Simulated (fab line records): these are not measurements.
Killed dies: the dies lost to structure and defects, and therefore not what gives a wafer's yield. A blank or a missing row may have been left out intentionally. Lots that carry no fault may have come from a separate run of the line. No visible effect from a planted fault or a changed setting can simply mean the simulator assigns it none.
Matching of chambers | flow nand harc | rie si-04 running NHARC_A_DECK1_JOINT_ETCHBACK_07: 4 sister chambers
The step etches the open film in HBr, target depth 105 nm, time 26.9 s. 24 wafers are shown with their chamber, then 12 later ones without.

EACH WAFER AND ITS CHAMBER
wafer  | chamber | drypump motor current A (A) | oes product au (a.u.) | rf fwd power W (W)
L076.1 | 3       | 5.7                         | 1.009                 | 346.5
L076.3 | 2       | 6.1                         | 1.011                 | 343.8
L076.4 | 1       | 5.4                         | 0.991                 | 343.3
L078.2 | 2       | 6.1                         | 1.005                 | 344.9
L078.4 | 1       | 5.4                         | 0.995                 | 343.3
L078.6 | 1       | 5.4                         | 1.009                 | 343.4
L080.1 | 3       | 5.7                         | 1.017                 | 342.4
L080.4 | 1       | 5.4                         | 1.016                 | 344.5
L080.5 | 1       | 5.4                         | 1.013                 | 344.7
L081.2 | 0       | 5.5                         | 1.007                 | 344.3
L081.3 | 2       | 6.2                         | 1.011                 | 344.1
L081.6 | 1       | 5.4                         | 0.999                 | 344.8
L083.1 | 0       | 5.5                         | 0.993                 | 344.1
L083.3 | 1       | 5.4                         | 0.997                 | 344.3
L083.5 | 1       | 5.4                         | 1.006                 | 343.5
L085.2 | 3       | 5.7                         | 1.004                 | 343.9
L085.3 | 2       | 6.1                         | 0.976                 | 345.2
L085.6 | 2       | 6.2                         | 0.973                 | 347.1
L086.1 | 3       | 5.7                         | 1.019                 | 344.0
L086.3 | 0       | 5.5                         | 1.027                 | 347.3
L086.4 | 2       | 6.1                         | 0.985                 | 343.4
L089.3 | 2       | 6.2                         | 0.990                 | 345.8
L089.5 | 3       | 5.7                         | 1.013                 | 344.4
L089.6 | 0       | 5.5                         | 1.025                 | 345.4

SIGNATURES, as means of the wafers listed above
reading                 | chamber 0 | chamber 1 | chamber 2 | chamber 3 | scatter within a chamber
drypump motor current A | 5.500     | 5.400     | 6.143     | 5.700     | 0.0293
oes product au          | 1.01300   | 1.00325   | 0.99300   | 1.01240   | 0.0124
rf fwd power W          | 345.275   | 343.975   | 344.900   | 344.240   | 1.18
Rule: distance of a wafer from a chamber = root of the sum over the readings of ((wafer's reading minus chamber's mean) / reading's scatter) squared. The wafer belongs to the nearest chamber; if the next one is less than 2 further off, it can't be placed. The scatter: the root of (the sum of the squares of (reading less its chamber's mean) over the shown wafers, divided by (wafers less chambers)).

WAFERS WITHOUT THEIR CHAMBER
wafer  | drypump motor current A (A) | oes product au (a.u.) | rf fwd power W (W)
L088.1 | 6.2                         | 0.979                 | 346.1
L088.3 | 5.5                         | 1.024                 | 344.1
L088.5 | 5.7                         | 1.006                 | 344.1
L092.4 | 6.1                         | 0.992                 | 344.4
L092.5 | 5.6                         | 1.032                 | 345.8
L092.6 | 5.7                         | 1.011                 | 345.3
L094.1 | 6.1                         | 0.983                 | 343.3
L094.4 | 5.7                         | 1.011                 | 344.0
L094.5 | 6.1                         | 0.986                 | 344.1
L096.1 | 6.2                         | 0.987                 | 346.5
L096.4 | 5.4                         | 0.997                 | 346.6
L096.6 | 5.7                         | 1.022                 | 343.7

CHAMBER TAKEN BY EACH
wafer  | from the rows above     | in truth
L088.1 | 2                       | 2
L088.3 | 0                       | 0
L088.5 | 3                       | 3
L092.4 | 2                       | 2
L092.5 | can't be placed: 0 or 3 | 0
L092.6 | 3                       | 3
L094.1 | 2                       | 2
L094.4 | 3                       | 3
L094.5 | 2                       | 2
L096.1 | 2                       | 2
L096.4 | can't be placed: 1 or 0 | 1
L096.6 | 3                       | 3
Correct placement for 10 of the 12. Not placeable from these rows: 2 (in 2, the candidates include the true chamber). Wrongly placed: 0.
